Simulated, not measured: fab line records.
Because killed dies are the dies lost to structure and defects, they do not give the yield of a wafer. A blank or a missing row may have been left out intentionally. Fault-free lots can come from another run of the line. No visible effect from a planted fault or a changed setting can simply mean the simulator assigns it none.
fab line records	flow n5_finfet
[record] lots = 6	wafers = 17	last_day = 20
route steps=1938 shown MOL_CONTACT_COAG@530 BEOL_M4@1111 PASSIVATION@1936
lots with no fault: from the same line, run without faults
start_h: the number of hours between the record's first day and the start of the first shown wafer of the lot	wait_h: hours from the lot's prior step to this one	" as in the row above	L1.1+2: several wafers, shown together as one row	- value missing, or start not given	* or withheld: withheld	< > ~ a bound
route shown NAME@n: NAME is a module with steps in the file, n the number in the route of the first one	usual: average and standard deviation across the fault-free wafers	same: alike in all rows	chamber/n: place in a boat	sites: each site's reading	_std_site: the values' standard deviation	_edge_site: outer sites' mean less inner sites'	radius_mm: how far each site lies from the wafer's centre	mask NAME#n: copy n	behind: the last tool/chamber to shape the wafer	hold: the reason the lot was held/the length of the hold in hours/how it ended	device: which transistor (n, p or np) failed to switch	end of line: tests of these same wafers at the route's end	step lacking rows: just its recipe	killed: dies that structure and defects cost at the first sort, which is not the same as the wafer's yield	map: per-die view of a wafer (x killed, . not killed, _ where there is no die)
set.NAME: the setting the step ran with; set.NAME@STEP: the setting that earlier step ran with	model.NAME: the simulator's own value behind a step, which no gauge read
certain route steps with their lots: each step a table, each wafer a row
services: from which hour (start_h, from the record's first day; less than 0 if before it) a tool's chamber was out of use, for how many hours, and why
[[steps]]
[step N5_MOL_CONTACT_COAG_ETCH_59]
[recipe] chemistry = N2/H2	target = underlayer	target_depth_a = 130	mask_material = CAR-EUV	time_s = 10.4	ion_energy_ev = 200	pressure_mtorr = 30	source_w = 840	bias_w = 150	n2_flow_sccm = 200	h2_flow_sccm = 200	ends = cleared
[usual] bias_w = 150.0/0.49	drypump_motor_current_A = 5.70/0.2	etch_rf_on_time_s = 10.5/0.36	oes_product_au = 0.66/0.062	rf_fwd_power_W = 818.8/2.4	rf_vpp_V = 523.9/2.4	showerhead_plenum_p_Torr = 2.54/0.085	throttle_valve_pct = 17.92/0.22
lot.wafer	tool	chamber	start_h	wait_h	bias_w	drypump_motor_current_A	etch_rf_on_time_s	oes_product_au	rf_fwd_power_W	rf_hours_counter_h	rf_vpp_V	showerhead_plenum_p_Torr	throttle_valve_pct
L245.1	rie_diel-03	1	98.43	0.0	150.2	5.76	10.4	0.71	819.3	83	522.1	2.45	17.91
L245.3	"	2	"	"	149.1	5.98	10.8	0.65	820.6	145	526.3	2.65	17.83
L245.5	"	0	"	"	150.5	5.53	10.1	0.63	818.3	-	524.9	2.51	17.73
L249.1	rie_diel-04	2	124.46	0.0	149.4	5.45	10.6	0.60	813.8	215	527.0	2.64	18.06
L249.3	"	1	"	"	151.2	5.92	9.9	0.61	820.6	243	522.5	2.51	18.19
L249.6	"	0	"	"	150.2	5.85	10.2	0.60	817.0	-	523.1	2.49	18.15
L256.3	rie_diel-04	2	163.44	0.0	150.9	5.41	10.6	0.59	818.9	231	524.4	2.63	18.07
L256.4	"	3	"	"	149.6	5.22	10.6	0.63	816.4	-	526.8	2.65	18.25
L257.1	rie_diel-03	1	169.70	0.0	149.5	5.78	10.3	0.69	820.2	105	520.4	2.45	17.94
L257.3	"	3	"	"	149.5	5.67	10.7	0.67	818.8	121	522.1	2.42	17.57
L257.4	"	0	"	"	149.5	5.53	10.4	0.60	817.5	195	524.1	2.50	17.75
L259.1	rie_diel-03	2	186.18	0.0	150.4	5.95	10.8	0.63	820.6	172	527.8	2.64	17.88
L259.2	"	1	"	"	149.9	5.79	10.4	0.69	819.7	111	523.5	2.44	17.94
L259.5	"	1	"	"	150.4	5.79	10.4	0.69	819.9	-	520.2	2.44	17.94
L260.1	rie_diel-03	1	190.14	0.0	149.5	5.78	10.4	0.69	816.1	113	521.1	2.44	17.96
L260.2	"	0	"	"	149.9	5.53	10.3	0.60	819.4	205	522.4	2.49	17.78
L260.6	"	3	"	"	150.2	5.68	10.9	0.67	821.3	-	520.9	2.42	17.57
[step N5_MOL_CONTACT_COAG_ETCH_105]
[recipe] chemistry = CF4	target = SiARC	target_depth_a = 156	mask_material = CAR-EUV	time_s = 26	ion_energy_ev = 80	pressure_mtorr = 40	source_w = 545	bias_w = 36	Ar_flow_sccm = 100	cf4_flow_sccm = 100	ends = cleared
[step N5_MOL_CONTACT_COAG_ETCH_106]
[recipe] chemistry = N2/H2	target = SOC	target_depth_a = 800	overetch_a = 160	mask_material = SiARC	temp_c = 40	time_s = 120	ion_energy_ev = 200	pressure_mtorr = 30	source_w = 840	bias_w = 150	n2_flow_sccm = 200	h2_flow_sccm = 200
[step N5_MOL_CONTACT_COAG_STRIP_107]
[recipe] chemistry = N2/H2	temp_c = 40	n2_flow_sccm = 200	h2_flow_sccm = 200	rf_frequency_hz = 6e+07
[step N5_MOL_CONTACT_COAG_STRIP_108]
[recipe] chemistry = N2/H2	temp_c = 40	n2_flow_sccm = 200	h2_flow_sccm = 200	rf_frequency_hz = 6e+07
[step N5_MOL_CONTACT_COAG_CONTACT_ETCH_14]
[recipe] chemistry = C4F6/O2	target = SiO2	target_depth_a = 275	overetch_a = 85	mask_material = SOC	pressure_mtorr = 30	source_w = 370	bias_w = 185	Ar_flow_sccm = 300	C4F6_flow_sccm = 16	O2_flow_sccm = 10	time_s = 20	ion_energy_ev = 259.6
[usual] bias_w = 185.0/0.55	drypump_motor_current_A = 5.70/0.2	oes_product_au = 0.66/0.056	rf_fwd_power_W = 364.0/1.9	rf_vpp_V = 692.7/3	showerhead_plenum_p_Torr = 2.87/0.082	throttle_valve_pct = 21.32/0.17
lot.wafer	tool	chamber	start_h	wait_h	bias_w	drypump_motor_current_A	oes_product_au	rf_fwd_power_W	rf_hours_counter_h	rf_vpp_V	showerhead_plenum_p_Torr	throttle_valve_pct
L245.1	rie_diel-03	1	98.58	0.0	185.7	5.77	0.71	363.2	83	690.0	2.80	21.42
L245.3	"	2	"	"	185.4	5.97	0.65	363.6	145	698.0	2.98	21.22
L245.5	"	0	"	"	185.1	5.52	0.62	364.1	-	691.6	2.86	21.23
L249.1	rie_diel-04	2	124.60	0.0	184.8	5.41	0.60	365.4	215	695.9	2.97	21.30
L249.3	"	1	"	"	184.8	5.96	0.59	363.9	243	690.3	2.80	21.29
L249.6	"	0	"	"	184.8	5.88	0.59	365.1	-	690.8	2.82	21.62
L256.3	rie_diel-04	2	163.59	0.0	185.4	5.38	0.60	363.3	231	695.0	2.96	21.32
L256.4	"	3	"	"	184.0	5.24	0.64	366.0	-	695.5	2.95	21.44
L257.1	rie_diel-03	1	169.84	0.0	185.4	5.78	0.69	361.2	105	689.5	2.79	21.46
L257.3	"	3	"	"	185.3	5.66	0.68	365.3	121	689.7	2.79	21.25
L257.4	"	0	"	"	184.7	5.54	0.60	364.7	196	692.1	2.85	21.26
L259.1	rie_diel-03	2	186.33	0.0	184.7	5.95	0.64	363.6	172	697.5	2.97	21.25
L259.2	"	1	"	"	184.5	5.77	0.68	363.2	111	688.8	2.79	21.48
L259.5	"	1	"	"	184.9	5.77	0.68	362.5	-	689.6	2.79	21.48
L260.1	rie_diel-03	1	190.29	0.0	185.7	5.77	0.68	362.4	113	689.7	2.79	21.49
L260.2	"	0	"	"	184.8	5.54	0.60	361.7	205	691.4	2.84	21.26
L260.6	"	3	"	"	185.3	5.66	0.68	363.1	-	688.9	2.78	21.24
[step N5_MOL_CONTACT_COAG_STRIP_109]
[recipe] chemistry = C4F6/O2	resist = SiARC	rf_frequency_hz = 6e+07
[step N5_MOL_CONTACT_COAG_ETCH_15]
[recipe] chemistry = CH3F/O2	target = SiNx	target_depth_a = 70	mask_material = SOC	stop_on = Si:P	over_etch_frac = 0.75	ion_energy_ev = 120	pressure_mtorr = 30	source_w = 395	bias_w = 73	Ar_flow_sccm = 150	CH3F_flow_sccm = 30	O2_flow_sccm = 20
[step N5_MOL_CONTACT_COAG_ETCH_110]
[recipe] chemistry = CF4/O2	target = Si	target_depth_a = 25	time_s = 8	pressure_mtorr = 100	source_w = 200	bias_w = 12	ion_energy_ev = 60	Ar_flow_sccm = 100	cf4_flow_sccm = 100	O2_flow_sccm = 10
[usual] bias_w = 12.01/0.039	cf4_flow_sccm = 99.99/0.28	drypump_motor_current_A = 5.69/0.2	oes_product_au = 0.77/0.074	rf_fwd_power_W = 198.4/0.73	rf_vpp_V = 128/5.5	showerhead_plenum_p_Torr = 2.22/0.063	throttle_valve_pct = 10.83/0.19
lot.wafer	tool	chamber	start_h	wait_h	bias_w	cf4_flow_sccm	drypump_motor_current_A	oes_product_au	rf_fwd_power_W	rf_hours_counter_h	rf_vpp_V	showerhead_plenum_p_Torr	throttle_valve_pct
L245.1	rie_diel-03	1	98.68	0.0	12.12	99.97	5.77	0.84	198.7	83	121	2.16	10.68
L245.3	"	2	"	"	11.98	99.61	5.98	0.76	197.9	145	129	2.30	10.78
L245.5	"	0	"	"	11.99	100.08	5.51	0.74	197.4	-	122	2.21	10.81
L249.1	rie_diel-04	2	124.70	0.0	12.01	99.78	5.40	0.70	198.7	215	131	2.29	10.96
L249.3	"	1	"	"	11.97	100.12	5.91	0.71	197.2	243	128	2.17	11.01
L249.6	"	0	"	"	12.02	100.53	5.85	0.70	198.5	-	128	2.19	11.29
L256.3	rie_diel-04	2	163.69	0.0	11.98	99.93	5.43	0.69	198.2	231	131	2.28	11.00
L256.4	"	3	"	"	11.99	99.87	5.22	0.74	198.9	-	131	2.29	11.04
L257.1	rie_diel-03	1	169.94	0.0	12.06	99.96	5.79	0.81	197.7	105	121	2.15	10.74
L257.3	"	3	"	"	12.00	100.29	5.64	0.78	198.7	122	124	2.14	10.67
L257.4	"	0	"	"	12.02	99.97	5.53	0.71	198.1	196	121	2.20	10.86
L259.1	rie_diel-03	2	186.42	0.0	12.03	100.35	5.92	0.73	198.7	172	128	2.29	10.86
L259.2	"	1	"	"	12.00	99.68	5.78	0.80	198.6	111	121	2.15	10.79
L259.5	"	1	"	"	11.97	99.50	5.77	0.81	196.7	-	120	2.15	10.77
L260.1	rie_diel-03	1	190.39	0.0	12.10	100.10	5.77	0.79	198.6	113	120	2.15	10.76
L260.2	"	0	"	"	11.99	99.84	5.50	0.71	198.4	205	122	2.20	10.88
L260.6	"	3	"	"	12.02	100.02	5.62	0.77	198.0	-	123	2.14	10.70
[step N5_MOL_CONTACT_COAG_STRIP_98]
[recipe] chemistry = N2/H2	power_w = 500	temp_c = 40	pressure_mtorr = 50	rf_frequency_hz = 6e+07	overash_fraction = 0.3	bias_power_w = 8	h2_frac = 0.5	n2_flow_sccm = 300	h2_flow_sccm = 300
[usual] drypump_motor_current_A = 5.70/0.2	oes_product_au = 0.77/0.071	rf_vpp_V = 54.0/1.5	showerhead_plenum_p_Torr = 3.35/0.11	throttle_valve_pct = 19.0/0.34
lot.wafer	tool	chamber	start_h	wait_h	drypump_motor_current_A	oes_product_au	rf_hours_counter_h	rf_vpp_V	showerhead_plenum_p_Torr	throttle_valve_pct
L245.1	rie_diel-03	1	98.73	0.0	5.76	0.81	83	53.5	3.25	18.8
L245.3	"	2	"	"	5.99	0.76	145	55.4	3.49	18.7
L245.5	"	0	"	"	5.53	0.73	-	53.5	3.31	18.6
L249.1	rie_diel-04	2	124.75	0.0	5.43	0.69	215	55.6	3.48	19.4
L249.3	"	1	"	"	5.92	0.68	243	57.2	3.32	19.4
L249.6	"	0	"	"	5.88	0.69	-	56.3	3.29	19.0
L256.3	rie_diel-04	2	163.73	0.0	5.43	0.68	231	54.8	3.47	19.4
L256.4	"	3	"	"	5.25	0.74	-	52.8	3.50	19.4
L257.1	rie_diel-03	1	169.99	0.0	5.80	0.79	105	54.3	3.24	18.8
L257.3	"	3	"	"	5.63	0.79	122	52.9	3.21	18.4
L257.4	"	0	"	"	5.53	0.70	196	51.4	3.30	18.6
L259.1	rie_diel-03	2	186.47	0.0	5.97	0.74	172	54.9	3.48	18.8
L259.2	"	1	"	"	5.77	0.78	111	53.5	3.23	18.9
L259.5	"	1	"	"	5.79	0.78	-	55.2	3.23	18.9
L260.1	rie_diel-03	1	190.44	0.0	5.80	0.78	113	51.9	3.23	18.9
L260.2	"	0	"	"	5.53	0.69	205	53.9	3.30	18.6
L260.6	"	3	"	"	5.68	0.79	-	55.4	3.20	18.5
[step N5_MOL_CONTACT_COAG_CD_MEAS_99]
[recipe] target_cd_nm = 17.2	polarity = opening
[usual] cd_nm = 17.0/0.47
lot.wafer	tool	chamber	start_h	wait_h	cd_nm
L245.1	cd_sem-02	-	98.80	-	17.1
L245.3	"	-	"	"	16.4
L245.5	"	-	"	"	17.0
L249.1	cd_sem-03	-	124.82	-	17.2
L249.3	"	-	"	"	17.0
L249.6	"	-	"	"	16.5
L256.3	cd_sem-02	-	163.81	-	17.0
L256.4	"	-	"	"	16.8
L257.1	cd_sem-02	-	170.06	-	17.2
L257.3	"	-	"	"	16.8
L257.4	"	-	"	"	16.9
L259.1	cd_sem-01	-	186.54	-	16.2
L259.2	"	-	"	"	17.8
L259.5	"	-	"	"	17.5
L260.1	cd_sem-01	-	190.50	-	18.4
L260.2	"	-	"	"	17.3
L260.6	"	-	"	"	17.6
[step N5_MOL_CONTACT_COAG_IMPLANT_129]
[recipe] species = Ge	energy_kev = 3	dose_cm2 = 6e+14	tilt_deg = 0	rotation_deg = 0
[step N5_MOL_CONTACT_COAG_PRECLEAN_111]
[recipe] chemistry = NF3:NH3	afs_cycles = 1	temp_c = 30	time_s = 20	sublimation_temp_c = 180	sublimation_time_s = 60	pressure_torr = 3	rf_power_w = 30
[usual] rf_power_w = 30.01/0.094	time_s = 20/0
[same] sublimation_time_s = 60
lot.wafer	tool	chamber	start_h	wait_h	rf_power_w	time_s
L245.1	remote_plasma-01	0	99.09	0.2	30.00	20
L245.3	"	0	"	"	29.90	20
L245.5	"	0	"	"	30.05	20
L249.1	remote_plasma-02	1	126.66	1.8	30.08	20
L249.3	"	1	"	"	30.10	20
L249.6	"	1	"	"	30.16	20
L256.3	remote_plasma-01	0	164.11	0.2	30.05	18.901
L256.4	"	0	"	"	30.00	20
L257.1	remote_plasma-01	1	171.75	1.6	29.89	20
L257.3	"	1	"	"	29.88	18.901
L257.4	"	1	"	"	30.02	20
L259.1	remote_plasma-02	0	186.82	0.2	29.83	20
L259.2	"	0	"	"	29.90	20
L259.5	"	0	"	"	30.00	20
L260.1	remote_plasma-02	0	190.87	0.3	29.92	20
L260.2	"	0	"	"	29.93	20
L260.6	"	0	"	"	29.95	20
[step N5_MOL_CONTACT_COAG_TI_SIL_19]
[recipe] material = Ti	target_thk_a = 42	temp_c = 200	chamber_pressure_pa = 5	power_w = 5000	time_s = 15
[usual] throttle_valve_pct = 29.9/0.65
lot.wafer	tool	chamber	start_h	wait_h	throttle_valve_pct
L245.1	pvd_sputter-01	-	102.65	3.5	31.1
L245.3	"	-	"	"	29.5
L245.5	"	-	"	"	29.7
L249.1	pvd_sputter-01	-	126.97	0.3	31.0
L249.3	"	-	"	"	29.6
L249.6	"	-	"	"	29.3
L256.3	pvd_sputter-02	-	164.33	0.2	29.7
L256.4	"	-	"	"	29.6
L257.1	pvd_sputter-02	-	171.99	0.2	29.8
L257.3	"	-	"	"	29.3
L257.4	"	-	"	"	29.4
L259.1	pvd_sputter-02	-	187.17	0.3	29.3
L259.2	"	-	"	"	30.7
L259.5	"	-	"	"	29.9
L260.1	pvd_sputter-01	-	191.15	0.2	29.6
L260.2	"	-	"	"	29.8
L260.6	"	-	"	"	31.2
[step N5_BEOL_M4_RC_MEAS_101]
[usual] DIBL_N = 36.1/2.3	DIBL_P = 36/3.2	IOFF_N = 0.16/0.045	IOFF_P = 0.21/0.049	ION_N = 674/14	ION_P = 462/8.4	SS_N = 71.6/0.83	SS_P = 73.2/0.87	VT_N = 249/3.8	VT_P = -250/3.4
lot.wafer	tool	chamber	start_h	wait_h	DIBL_N[mV/V]	DIBL_P[mV/V]	IOFF_N[nA/um]	IOFF_P[nA/um]	ION_N[uA/um]	ION_P[uA/um]	SS_N[mV/dec]	SS_P[mV/dec]	VT_N[mV]	VT_P[mV]
L245.1	prober-01	0	266.33	0.0	35.2	32	0.13	0.17	664	457	71.2	71.8	252	-253
L245.3	"	0	"	"	40.8	40	0.25	0.30	681	466	73.4	74.0	246	-246
L245.5	"	0	"	"	35.6	34	0.14	0.19	657	453	71.9	72.9	251	-250
L249.1	prober-02	0	277.54	0.0	35.4	34	0.16	0.17	680	456	71.3	72.7	249	-253
L249.3	"	0	"	"	34.4	35	0.15	0.20	681	465	70.9	72.7	247	-251
L249.6	"	0	"	"	34.6	35	0.14	0.18	670	453	71.6	72.9	248	-253
L259.1	prober-01	0	329.43	0.0	38.8	39	0.21	0.25	685	463	72.1	74.5	247	-249
L259.2	"	0	"	"	36.9	37	0.18	0.22	684	468	71.4	73.0	245	-251
L259.5	"	0	"	"	35.9	35	0.16	0.19	676	459	71.5	73.4	249	-253
L256.3	prober-02	0	345.12	0.3	35.7	35	0.15	0.21	677	469	71.4	73.9	248	-246
L256.4	"	0	"	"	35.0	34	0.14	0.19	658	451	71.9	72.7	248	-251
L257.1	prober-02	0	347.66	0.0	37.6	39	0.17	0.29	661	465	71.7	74.3	250	-246
L257.3	"	0	"	"	35.5	33	0.13	0.18	664	458	71.2	72.5	253	-253
L257.4	"	0	"	"	34.3	30	0.10	0.13	633	437	71.1	72.3	259	-259
L260.1	prober-01	0	354.89	0.0	36.6	38	0.16	0.21	665	455	72.2	73.6	249	-253
L260.2	"	0	"	"	37.1	39	0.17	0.21	666	450	72.2	74.7	248	-253
L260.6	"	0	"	"	36.1	38	0.17	0.19	683	466	72.7	73.5	247	-255
[step N5_PASSIVATION_PROBE_49]
[usual] defect_limited_yield = 90.9/1.6	killed_at_M0_to_M3 = 37/11	killed_at_M4_up = 15/5.6	killed_at_contacts = 13/6.4	killed_at_front_end = 39/11	killed_at_other = 4/3.1	killed_dies = 107/19	killed_on_rim = 14/4.3	killed_open = 71/14	killed_short = 34/7.8	sort_bin_5_function = 5.3/1	sort_bin_6_memory = 3.4/0.72	sort_bin_8_speed = 0.0/0.42	sort_n_pass = 1072/20	sort_yield_pct = 90.9/1.7
[same] gross_dies = 1180	killed_at_back_side = 0	sort_bin_4_leakage[%] = 0
lot.wafer	tool	chamber	start_h	wait_h	defect_limited_yield[%]	killed_at_M0_to_M3	killed_at_M4_up	killed_at_contacts	killed_at_front_end	killed_at_other	killed_dies	killed_on_rim	killed_open	killed_short	sort_bin_5_function[%]	sort_bin_6_memory[%]	sort_bin_8_speed[%]	sort_n_pass	sort_yield_pct[%]
L245.1	prober-02	-	370.90	0.0	93.2	38	9	4	28	1	80	11	48	30	4.2	2.2	0	1100	93.2
L245.3	prober-02	-	371.00	0.1	93.7	35	13	2	23	1	74	12	47	20	3.3	2.5	0	1106	93.7
L245.5	prober-02	-	371.10	0.2	91.5	33	18	6	42	1	100	10	67	28	4.6	3.5	0	1080	91.5
L249.1	prober-02	-	395.28	0.0	92.3	23	18	27	21	2	91	14	64	25	4.3	3.0	0	1089	92.3
L249.3	prober-02	-	395.38	0.1	93.8	26	14	4	27	2	73	19	47	23	3.1	3.0	0	1107	93.8
L249.6	prober-02	-	395.53	0.3	92.5	34	15	21	14	4	88	15	64	21	4.6	2.7	0	1092	92.5
L259.1	prober-01	-	447.75	0.0	90.6	34	14	22	39	2	111	12	69	40	4.9	3.8	0	1069	90.6
L259.2	prober-01	-	447.80	0.1	93.2	26	8	14	27	5	80	9	55	24	3.5	3.0	0	1100	93.2
L259.5	prober-01	-	447.95	0.2	92.5	27	9	22	29	1	88	8	52	35	4.7	2.2	0	1092	92.5
L256.3	prober-01	-	468.03	0.1	92.8	35	1	19	24	6	85	10	58	27	4.2	2.5	0	1095	92.8
L256.4	prober-01	-	468.08	0.2	91.9	45	9	16	24	2	96	16	58	35	4.2	3.7	0	1084	91.9
L257.1	prober-02	-	469.02	0.0	91.7	27	13	8	50	0	98	7	70	26	4.9	3.4	0	1082	91.7
L257.3	prober-02	-	469.12	0.1	90.3	37	15	7	48	8	115	21	79	33	6.3	3.2	0	1065	90.3
// killed by level:class
L245.1 BEOL_M1:geometric_particle:open=8 BEOL_M3:geometric_particle:open=8 BEOL_M0_SAQP:geometric_particle:open=6 FIN_SAQP:geometric_particle:open=5 BEOL_M2:geometric_particle:open=5 SPACER0:geometric_particle:short=4 GATE_CUT:geometric_particle:short=4 DUMMY_GATE:geometric_particle:open=3
L245.3 BEOL_M3:geometric_particle:open=7 BEOL_M4:geometric_particle:open=7 BEOL_M2:geometric_particle:open=6 FIN_SAQP:geometric_particle:open=4 BEOL_M0_SAQP:geometric_particle:open=4 BEOL_M0_SAQP:geometric_particle:short=4 BEOL_M3:geometric_particle:short=4 STI_FIN_REVEAL:geometric_particle:open=3
L245.5 FIN_SAQP:geometric_particle:open=7 DUMMY_GATE:geometric_particle:open=7 BEOL_M1:geometric_particle:open=7 BEOL_M2:geometric_particle:open=6 BEOL_M3:geometric_particle:open=6 STI_FIN_REVEAL:geometric_particle:open=5 BEOL_M0:geometric_particle:short=5 BEOL_M4:geometric_particle:open=5
L249.1 MOL_CONTACT_COAG:geometric_particle:open=24 BEOL_M4:geometric_particle:open=10 FIN_SAQP:geometric_particle:open=7 BEOL_M0_SAQP:geometric_particle:short=6 BEOL_M0_SAQP:geometric_particle:open=4 STI_FIN_REVEAL:geometric_particle:open=3 MOL_CONTACT_COAG:geometric_particle:short=3 BEOL_M1:geometric_particle:open=3
L249.3 FIN_SAQP:geometric_particle:open=6 STI_FIN_REVEAL:geometric_particle:open=5 BEOL_M0_SAQP:geometric_particle:short=5 BEOL_M4:geometric_particle:open=5 BEOL_M0:geometric_particle:open=4 FIN_SAQP:geometric_particle:short=3 MOL_CONTACT_COAG:geometric_particle:open=3 BEOL_M1:geometric_particle:open=3
L249.6 MOL_CONTACT_COAG:geometric_particle:open=17 BEOL_M4:geometric_particle:open=10 BEOL_M1:geometric_particle:open=7 BEOL_M0_SAQP:geometric_particle:short=7 STI_FIN_REVEAL:geometric_particle:open=4 MOL_CONTACT_COAG:geometric_particle:short=4 BEOL_M0_SAQP:geometric_particle:open=4 FIN_SAQP:geometric_particle:open=3
L259.1 MOL_CONTACT_COAG:geometric_particle:open=14 FIN_SAQP:geometric_particle:open=10 BEOL_M0_SAQP:geometric_particle:open=9 BEOL_M1:geometric_particle:open=8 FIN_SAQP:geometric_particle:short=7 MOL_CONTACT_COAG:geometric_particle:short=7 BEOL_M4:geometric_particle:open=6 BEOL_M0_SAQP:geometric_particle:short=5
L259.2 MOL_CONTACT_COAG:geometric_particle:open=10 STI_FIN_REVEAL:geometric_particle:open=7 BEOL_M0_SAQP:geometric_particle:open=7 BEOL_M4:geometric_particle:open=7 GATE_CUT:geometric_particle:open=6 BEOL_M2:geometric_particle:open=5 BEOL_M0_SAQP:geometric_particle:short=4 MOL_CONTACT_COAG:geometric_particle:short=3
L259.5 MOL_CONTACT_COAG:geometric_particle:open=16 BEOL_M0_SAQP:geometric_particle:short=8 BEOL_M3:geometric_particle:open=7 STI_FIN_REVEAL:geometric_particle:open=6 DUMMY_GATE:geometric_particle:open=5 MOL_CONTACT_COAG:geometric_particle:short=5 DUMMY_GATE:geometric_particle:short=4 BEOL_M0_SAQP:geometric_particle:open=4
L256.3 MOL_CONTACT_COAG:geometric_particle:open=14 BEOL_M0_SAQP:geometric_particle:open=10 STI_FIN_REVEAL:geometric_particle:open=8 BEOL_M1:geometric_particle:open=8 BEOL_M2:geometric_particle:open=8 BEOL_M0_SAQP:geometric_particle:short=6 MOL_CONTACT_COAG:geometric_particle:short=5 GATE_CUT:geometric_particle:short=4
L256.4 BEOL_M0_SAQP:geometric_particle:open=13 BEOL_M0_SAQP:geometric_particle:short=12 MOL_CONTACT_COAG:geometric_particle:open=11 GATE_CUT:geometric_particle:short=6 BEOL_M3:geometric_particle:open=6 STI_FIN_REVEAL:geometric_particle:open=5 MOL_CONTACT_COAG:geometric_particle:short=4 BEOL_M1:geometric_particle:open=4
L257.1 STI_FIN_REVEAL:geometric_particle:open=13 FIN_SAQP:geometric_particle:short=9 BEOL_M3:geometric_particle:open=9 BEOL_M4:geometric_particle:open=8 DUMMY_GATE:geometric_particle:open=7 MOL_CONTACT_COAG:geometric_particle:open=7 FIN_SAQP:geometric_particle:open=6 BEOL_M1:geometric_particle:open=6
L257.3 BEOL_M3:geometric_particle:open=14 STI_FIN_REVEAL:geometric_particle:open=12 FIN_SAQP:geometric_particle:open=9 FIN_SAQP:geometric_particle:short=8 BEOL_M4:geometric_particle:open=8 BEOL_M2:geometric_particle:open=6 BEOL_M1:geometric_particle:open=5 BEOL_M3:geometric_particle:short=5
[[services]]
tool	chamber	start_h	hours	kind
rie_diel-04	3	94.76	1.6	repair
pvd_sputter-02	-	104.96	7.7	repair
rie_diel-03	2	115.16	18.1	repair
rie_diel-04	0	128.41	-	clean
rie_diel-04	0	128.41	-	consumable_replace:focus_ring
rie_diel-04	0	128.41	18.3	scheduled_down
rie_diel-04	0	128.41	18.3	vent_cycle
remote_plasma-01	-	139.14	0.1	repair
rie_diel-04	1	146.94	-	clean
rie_diel-04	1	146.94	-	consumable_replace:focus_ring
rie_diel-04	1	146.94	28.4	scheduled_down
rie_diel-04	1	146.94	28.4	vent_cycle
[[key]]
[first_sign] step = N5_MOL_CONTACT_COAG_PRECLEAN_111	reading = time_s	direction = down	sigmas = 99+	usual = *	struck = *
effect none on later readings
met_at N5_MOL_CONTACT_COAG_PRECLEAN_111
struck_wafers L256.3,L257.3
onset_between 99.09 164.11
[fault] kind = process_parameter_drift	tool = remote_plasma-01	chamber = -	onset_h = 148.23	steps = N5_MOL_CONTACT_COAG_PRECLEAN_111	channel = time_s	offset = *	shape = step	end_h = 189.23	scope = struck_wafers_only	acts_in = *	stated = *
